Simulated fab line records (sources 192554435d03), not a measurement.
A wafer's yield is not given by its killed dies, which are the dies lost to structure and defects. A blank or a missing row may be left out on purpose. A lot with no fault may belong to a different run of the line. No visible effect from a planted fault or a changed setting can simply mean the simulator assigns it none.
Comparing a struck lot with a sound one | flow n5Finfet | 34 steps out of a route of 1938
Sound: wafers L740.2, L740.3, L740.5. Struck: wafers L745.1, L745.2, L745.3. At the end, the cause is stated.
Order at every step that has rows: each side's tool, ch and its chambers, its first start. Under that, the readings that differ: sound wafers | struck wafers | difference of the means | sigmas: that difference in standard deviations of wafers without a fault.
alike: words and numbers the same on both sides, and readings whose means are apart by under 2 such deviations; not compared: readings that were withheld, readings missing a value for some wafer, numbers with overlapping values and no deviation given by the record, and bounds like >300 which may hide the same value.
The two part at a step that has a row with sigmas, a row that says differs or no value, or rows on one side only. Non-overlapping numbers with no deviation appear without sigmas and do not part them. A reading missing from all wafers of one side parts the sides only when that side holds two or more wafers.

first, 10 steps without rows for these wafers: N5_BEOL_M6_STRIP_80 (strips in N2/H2, time 10 s); N5_BEOL_M6_HM_STRIP_39 (strips TiN in peroxide tin strip, target depth 25 nm, time 158 s); N5_BEOL_M6_SRD_40 (time 30 s); N5_BEOL_M6_PRECLEAN_42 (cleans in residue remover, time 60 s); N5_BEOL_M6_SRD_43 (time 30 s); N5_BEOL_M6_CURE_75 (cures SiCOH lowk, time 120 s); N5_BEOL_M6_DEGAS_44 (time 60 s); N5_BEOL_M6_PRE_CLEAN_45 (time 30 s); N5_BEOL_M6_ALD_77 (deposits TaN, target thk 2 nm, pulse time 2 s, purge time 3 s); N5_BEOL_M6_SURFACE_TREAT_79.
N5_BEOL_M6_CVD_78: deposits Co from CCTBA/H2, target thk 2 nm, time 142.3 s.
  sound on cvdCo-01 ch 0,2, day 8 23:12; struck on cvdCo-02 ch 0,1,2, day 11 01:08
then, 22 steps without rows for these wafers: N5_BEOL_M6_SPUTTER_48 (material Cu, target thk 10 nm, time 1.667 s); N5_BEOL_M6_ECD_50 (material Cu, target thk 300 nm); N5_BEOL_M6_ANNEAL_51 (time 90 s); N5_BEOL_M6_CMP_52 (polishes, stops on SiCOH lowk, t overpolish 6.9 s, target thk 80 nm); N5_BEOL_M6_PRE_CLEAN_55 (time 15 s); N5_BEOL_M6_DEP_56 (deposits SiCN from 3MS/NH3, target thk 10 nm, time 17.5 s); N5_BEOL_M7_ILD_DEP_00 (deposits SiCOH lowk from DEMS/porogen, target thk 179.75 nm, time 33.4 s); N5_BEOL_M7_CURE_74 (cures SiCOH lowk, time 240 s); N5_BEOL_M7_PECVD_70 (deposits SiO2 from TEOS/O2, target thk 20 nm, time 22.7 s); N5_BEOL_M7_HM_DEP_02 (deposits TiN, target thk 20 nm); N5_BEOL_M7_COAT_59 (time 60 s, resist thk 100 nm); N5_BEOL_M7_COAT_60 (time 60 s, resist thk 35 nm); N5_BEOL_M7_COAT_05 (resist thk 90 nm); N5_BEOL_M7_EBR_07; N5_BEOL_M7_SOFTBAKE_06 (time 60 s); N5_BEOL_M7_EXPOSE_08 (exposes mask M7); N5_BEOL_M7_PEB_09 (peb time 60 s); N5_BEOL_M7_DEVELOP_10 (develop time 30 s); N5_BEOL_M7_DESCUM_16 (chemistry O2, time 7.9 s); N5_BEOL_M7_ETCH_61 (etches SiARC in CF4, target depth 45.5 nm, time 75.8 s); N5_BEOL_M7_ETCH_62 (etches SOC in N2/H2, target depth 110 nm, overetch 22 nm, time 165 s); N5_BEOL_M7_STRIP_68 (strips in N2/H2).
-- a jump in the record: the struck wafers' starts before and after are 4 days apart (it breaks off in module BEOL_M7 and resumes in module PASSIVATION, where the first step shown is number 1936 of the route) --
N5_PASSIVATION_PROBE_49:
  sound on prober-02, day 12 14:53; struck on prober-02, day 14 15:08
reading                 | sound          | struck         | difference | sigmas
defectLimitedYield (%)  | 94.7 92.5 93.5 | 82.2 80.3 88.7 | -9.8       | -6
killed_at_M4_up         | 10 9 6         | 154 158 71     | +119       | +23
killedDies              | 63 88 77       | 210 232 133    | +116       | +6
killedOnRim             | 4 7 7          | 29 13 24       | +16        | +4
sort_bin_5_function (%) | 3.2 3.4 3.2    | 9.4 12.2 7.1   | +6.3       | +6
sortNPass               | 1117 1092 1103 | 970 948 1047   | -116       | -6
sortYieldPct (%)        | 94.7 92.5 93.5 | 82.2 80.3 88.7 | -9.8       | -6
  alike: killed_at_M0_to_M3, killedAtContacts, killedAtFrontEnd, killedAtOther, killedOpen, killedShort, sort_bin_6_memory

== WHERE THEY PART ==
Within this record, at N5_PASSIVATION_PROBE_49 only.

WHY: what the simulator had put in
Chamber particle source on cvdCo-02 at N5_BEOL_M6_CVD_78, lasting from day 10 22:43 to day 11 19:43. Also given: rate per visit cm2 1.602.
